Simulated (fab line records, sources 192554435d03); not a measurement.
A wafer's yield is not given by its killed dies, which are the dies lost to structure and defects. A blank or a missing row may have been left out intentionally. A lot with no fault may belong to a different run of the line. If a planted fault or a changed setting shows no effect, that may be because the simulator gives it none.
Split-lot trial :: flow n5Finfet :: 39 wafers read across 7 lots, on a route 1938 steps long

## THE SPLIT ITSELF
At N5_BEOL_M0_CUTY_ETCH_63 (etches SOC in N2/H2, target depth 82.7 nm, overetch 16.5 nm, time 124 s), the setting timeS was moved away from the recipe's 124 s on 15 of the 39 wafers read, by -26.4% to +41.9%. For the rest of the wafers, this setting stayed at what the recipe calls for.

## FROM THE SPLIT TO THE READING: what the file shows between them, 2 steps
- N5_BEOL_M0_CUTY_STRIP_64: strips in N2/H2
- N5_BEOL_M0_ETCH_138: etches SiCN in CH3F/O2, target depth 12 nm, time 31.6 s

## THE READING
SiO2_of_BEOL_M0_SAQP_SPACER2_ALD_26.thkNm (the simulator's own value, which no gauge read), in nm, at N5_BEOL_M0_HM_OPEN_105 (chemistry Cl2/BCl3, target TiN, target depth 12 nm). No usual value for it is given in the file. Here, 24 wafers ran the recipe; their average is 2.7 nm with a standard deviation of 0.19 nm.

wafer: L080.1
tool, chamber at the split: rieDiel-03, 0,1
timeS as run, s: 157.3
against the recipe: +26.9%
SiO2_of_BEOL_M0_SAQP_SPACER2_ALD_26.thkNm, nm: 2.2
against lot-mates on the recipe: -0.4

wafer: L080.2
tool, chamber at the split: rieDiel-03, 2
timeS as run, s: 124
against the recipe: recipe
SiO2_of_BEOL_M0_SAQP_SPACER2_ALD_26.thkNm, nm: 2.6
against lot-mates on the recipe: -

wafer: L080.3
tool, chamber at the split: rieDiel-03, 3
timeS as run, s: 157.3
against the recipe: +26.9%
SiO2_of_BEOL_M0_SAQP_SPACER2_ALD_26.thkNm, nm: 1.8
against lot-mates on the recipe: -0.8

wafer: L080.4
tool, chamber at the split: rieDiel-03, 0,1
timeS as run, s: 157.3
against the recipe: +26.9%
SiO2_of_BEOL_M0_SAQP_SPACER2_ALD_26.thkNm, nm: 2
against lot-mates on the recipe: -0.6

wafer: L080.5
tool, chamber at the split: rieDiel-03, 0
timeS as run, s: 124
against the recipe: recipe
SiO2_of_BEOL_M0_SAQP_SPACER2_ALD_26.thkNm, nm: 3
against lot-mates on the recipe: -

wafer: L080.6
tool, chamber at the split: rieDiel-03, 3
timeS as run, s: 124
against the recipe: recipe
SiO2_of_BEOL_M0_SAQP_SPACER2_ALD_26.thkNm, nm: 2.2
against lot-mates on the recipe: -

wafer: L081.1
tool, chamber at the split: rieDiel-03, 0
timeS as run, s: 124
against the recipe: recipe
SiO2_of_BEOL_M0_SAQP_SPACER2_ALD_26.thkNm, nm: 2.8
against lot-mates on the recipe: -

wafer: L081.6
tool, chamber at the split: rieDiel-03, 0
timeS as run, s: 124
against the recipe: recipe
SiO2_of_BEOL_M0_SAQP_SPACER2_ALD_26.thkNm, nm: 2.8
against lot-mates on the recipe: -

wafer: L081.2
tool, chamber at the split: rieDiel-03, 1,2,3
timeS as run, s: 124
against the recipe: recipe
SiO2_of_BEOL_M0_SAQP_SPACER2_ALD_26.thkNm, nm: 2.6
against lot-mates on the recipe: -

wafer: L081.4
tool, chamber at the split: rieDiel-03, 1,2,3
timeS as run, s: 124
against the recipe: recipe
SiO2_of_BEOL_M0_SAQP_SPACER2_ALD_26.thkNm, nm: 2.6
against lot-mates on the recipe: -

wafer: L081.5
tool, chamber at the split: rieDiel-03, 1,2,3
timeS as run, s: 124
against the recipe: recipe
SiO2_of_BEOL_M0_SAQP_SPACER2_ALD_26.thkNm, nm: 2.6
against lot-mates on the recipe: -

wafer: L081.3
tool, chamber at the split: rieDiel-03, 3
timeS as run, s: 124
against the recipe: recipe
SiO2_of_BEOL_M0_SAQP_SPACER2_ALD_26.thkNm, nm: 2.4
against lot-mates on the recipe: -

wafer: L082.1
tool, chamber at the split: rieDiel-03, 2,1,2
timeS as run, s: 176
against the recipe: +41.9%
SiO2_of_BEOL_M0_SAQP_SPACER2_ALD_26.thkNm, nm: 1.8
against lot-mates on the recipe: -0.9

wafer: L082.3
tool, chamber at the split: rieDiel-03, 2,1,2
timeS as run, s: 176
against the recipe: +41.9%
SiO2_of_BEOL_M0_SAQP_SPACER2_ALD_26.thkNm, nm: 1.8
against lot-mates on the recipe: -0.9

wafer: L082.6
tool, chamber at the split: rieDiel-03, 2,1,2
timeS as run, s: 176
against the recipe: +41.9%
SiO2_of_BEOL_M0_SAQP_SPACER2_ALD_26.thkNm, nm: 1.8
against lot-mates on the recipe: -0.9

wafer: L082.2
tool, chamber at the split: rieDiel-03, 3
timeS as run, s: 124
against the recipe: recipe
SiO2_of_BEOL_M0_SAQP_SPACER2_ALD_26.thkNm, nm: 2.6
against lot-mates on the recipe: -

wafer: L082.5
tool, chamber at the split: rieDiel-03, 3
timeS as run, s: 124
against the recipe: recipe
SiO2_of_BEOL_M0_SAQP_SPACER2_ALD_26.thkNm, nm: 2.6
against lot-mates on the recipe: -

wafer: L082.4
tool, chamber at the split: rieDiel-03, 0
timeS as run, s: 124
against the recipe: recipe
SiO2_of_BEOL_M0_SAQP_SPACER2_ALD_26.thkNm, nm: 3
against lot-mates on the recipe: -

wafer: L083.1
tool, chamber at the split: rieDiel-05, 3
timeS as run, s: 124
against the recipe: recipe
SiO2_of_BEOL_M0_SAQP_SPACER2_ALD_26.thkNm, nm: 2.8
against lot-mates on the recipe: -

wafer: L083.2
tool, chamber at the split: rieDiel-05, 2
timeS as run, s: 154.3
against the recipe: +24.4%
SiO2_of_BEOL_M0_SAQP_SPACER2_ALD_26.thkNm, nm: 2
against lot-mates on the recipe: -0.7

wafer: L083.5
tool, chamber at the split: rieDiel-05, 2
timeS as run, s: 154.3
against the recipe: +24.4%
SiO2_of_BEOL_M0_SAQP_SPACER2_ALD_26.thkNm, nm: 2
against lot-mates on the recipe: -0.7

wafer: L083.3
tool, chamber at the split: rieDiel-05, 0
timeS as run, s: 124
against the recipe: recipe
SiO2_of_BEOL_M0_SAQP_SPACER2_ALD_26.thkNm, nm: 2.6
against lot-mates on the recipe: -

wafer: L083.6
tool, chamber at the split: rieDiel-05, 3
timeS as run, s: 124
against the recipe: recipe
SiO2_of_BEOL_M0_SAQP_SPACER2_ALD_26.thkNm, nm: 2.6
against lot-mates on the recipe: -

wafer: L083.4
tool, chamber at the split: rieDiel-05, 1
timeS as run, s: 154.3
against the recipe: +24.4%
SiO2_of_BEOL_M0_SAQP_SPACER2_ALD_26.thkNm, nm: 1.8
against lot-mates on the recipe: -0.9

wafer: L085.1
tool, chamber at the split: rieDiel-05, 1
timeS as run, s: 124
against the recipe: recipe
SiO2_of_BEOL_M0_SAQP_SPACER2_ALD_26.thkNm, nm: 2.8
against lot-mates on the recipe: -

wafer: L085.5
tool, chamber at the split: rieDiel-05, 0,1
timeS as run, s: 124
against the recipe: recipe
SiO2_of_BEOL_M0_SAQP_SPACER2_ALD_26.thkNm, nm: 3
against lot-mates on the recipe: -

wafer: L085.6
tool, chamber at the split: rieDiel-05, 0,1
timeS as run, s: 124
against the recipe: recipe
SiO2_of_BEOL_M0_SAQP_SPACER2_ALD_26.thkNm, nm: 3
against lot-mates on the recipe: -

wafer: L086.1
tool, chamber at the split: rieDiel-04, 3,1
timeS as run, s: 158.3
against the recipe: +27.7%
SiO2_of_BEOL_M0_SAQP_SPACER2_ALD_26.thkNm, nm: 2
against lot-mates on the recipe: -0.7

wafer: L086.2
tool, chamber at the split: rieDiel-04, 1,0
timeS as run, s: 124
against the recipe: recipe
SiO2_of_BEOL_M0_SAQP_SPACER2_ALD_26.thkNm, nm: 2.6
against lot-mates on the recipe: -

wafer: L086.3
tool, chamber at the split: rieDiel-04, 0
timeS as run, s: 158.3
against the recipe: +27.7%
SiO2_of_BEOL_M0_SAQP_SPACER2_ALD_26.thkNm, nm: 1.8
against lot-mates on the recipe: -0.9

wafer: L086.4
tool, chamber at the split: rieDiel-04, 3,1
timeS as run, s: 158.3
against the recipe: +27.7%
SiO2_of_BEOL_M0_SAQP_SPACER2_ALD_26.thkNm, nm: 1.8
against lot-mates on the recipe: -0.9

wafer: L086.5
tool, chamber at the split: rieDiel-04, 1,0
timeS as run, s: 124
against the recipe: recipe
SiO2_of_BEOL_M0_SAQP_SPACER2_ALD_26.thkNm, nm: 2.8
against lot-mates on the recipe: -

wafer: L086.6
tool, chamber at the split: rieDiel-04, 3
timeS as run, s: 124
against the recipe: recipe
SiO2_of_BEOL_M0_SAQP_SPACER2_ALD_26.thkNm, nm: 2.8
against lot-mates on the recipe: -

wafer: L089.1
tool, chamber at the split: rieDiel-05, 2,0
timeS as run, s: 91.31
against the recipe: -26.4%
SiO2_of_BEOL_M0_SAQP_SPACER2_ALD_26.thkNm, nm: 3.6
against lot-mates on the recipe: +0.9

wafer: L089.2
tool, chamber at the split: rieDiel-05, 2,0
timeS as run, s: 91.31
against the recipe: -26.4%
SiO2_of_BEOL_M0_SAQP_SPACER2_ALD_26.thkNm, nm: 4
against lot-mates on the recipe: +1.3

wafer: L089.3
tool, chamber at the split: rieDiel-05, 1
timeS as run, s: 124
against the recipe: recipe
SiO2_of_BEOL_M0_SAQP_SPACER2_ALD_26.thkNm, nm: 2.6
against lot-mates on the recipe: -

wafer: L089.5
tool, chamber at the split: rieDiel-05, 2
timeS as run, s: 124
against the recipe: recipe
SiO2_of_BEOL_M0_SAQP_SPACER2_ALD_26.thkNm, nm: 2.6
against lot-mates on the recipe: -

wafer: L089.4
tool, chamber at the split: rieDiel-05, 1
timeS as run, s: 124
against the recipe: recipe
SiO2_of_BEOL_M0_SAQP_SPACER2_ALD_26.thkNm, nm: 2.8
against lot-mates on the recipe: -

wafer: L089.6
tool, chamber at the split: rieDiel-05, 0
timeS as run, s: 91.31
against the recipe: -26.4%
SiO2_of_BEOL_M0_SAQP_SPACER2_ALD_26.thkNm, nm: 3.8
against lot-mates on the recipe: +1.1
Where a row lists several chambers, the file gives one row for several wafers and doesn't say which wafer went through which chamber.

FIT RESULTS
A straight line over all 39 wafers: SiO2_of_BEOL_M0_SAQP_SPACER2_ALD_26.thkNm changes by -0.0291 nm for each +1% of timeS; r = -0.92; the points scatter about the line by 0.21 nm.
The same after taking each lot's own level away (the mean of its wafers on the recipe; 39 wafers): -0.0292 nm for each +1%; r = -0.93; scatter 0.2 nm.
That fit puts the effect of the largest move of timeS on the reading at 1.2 nm.
The lots' own levels span 2.60 to 2.93 nm, that is 1.7 times the standard deviation above.
Hence the lot-to-lot level has little effect on the slope; both slopes agree.
Check: -1.2 nm against its lot-mates is what the line predicts for one of the wafers moved furthest among these (+41.9%) when that wafer is left out of the fit. Against them it came out at -0.933 nm.

## FURTHER SPLITS ON THESE WAFERS
Note: prior to the reading, these wafers also went through further splits. Each is held against what the fit with the lots' levels taken away leaves over:
other split on the same wafers: N5_ZERO_LAYER_PECVD_02 timeS
wafers away from the commonest value: 18
r with SiO2_of_BEOL_M0_SAQP_SPACER2_ALD_26.thkNm (lot level and that fit taken away): +0.52

other split on the same wafers: N5_SD_EPI_P_EPI_21 timeS
wafers away from the commonest value: 9
r with SiO2_of_BEOL_M0_SAQP_SPACER2_ALD_26.thkNm (lot level and that fit taken away): -0.05

other split on the same wafers: N5_GATE_CUT_ALD_22 aldCycles
wafers away from the commonest value: 15
r with SiO2_of_BEOL_M0_SAQP_SPACER2_ALD_26.thkNm (lot level and that fit taken away): +0.02

## THE WHOLE CHAIN: every reading that the file lists as answering this split, in the file's order
step: N5_BEOL_M0_CUTY_ETCH_63
what it does: etches SOC in N2/H2, target depth 82.7 nm, overetch 16.5 nm, time 124 s
reading: SiO2_of_BEOL_M0_SAQP_SPACER2_ALD_26.thkNm (the simulator's own value, which no gauge read)
change (the file's fit): -0.0341 nm for each +1% of the setting
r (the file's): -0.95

step: N5_BEOL_M0_ETCH_138
what it does: etches SiCN in CH3F/O2, target depth 12 nm, time 31.6 s
reading: SiO2_of_BEOL_M0_SAQP_SPACER2_ALD_26.thkNm (the simulator's own value, which no gauge read)
change (the file's fit): -0.0356 nm for each +1% of the setting
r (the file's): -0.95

step: N5_BEOL_M0_HM_OPEN_105
what it does: chemistry Cl2/BCl3, target TiN, target depth 12 nm
reading: SiO2_of_BEOL_M0_SAQP_SPACER2_ALD_26.thkNm (the simulator's own value, which no gauge read)
change (the file's fit): -0.028 nm for each +1% of the setting
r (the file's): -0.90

## FILE'S OWN FIT
SiO2_of_BEOL_M0_SAQP_SPACER2_ALD_26.thkNm changes by -0.028 nm for each +1% of timeS, r = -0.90.
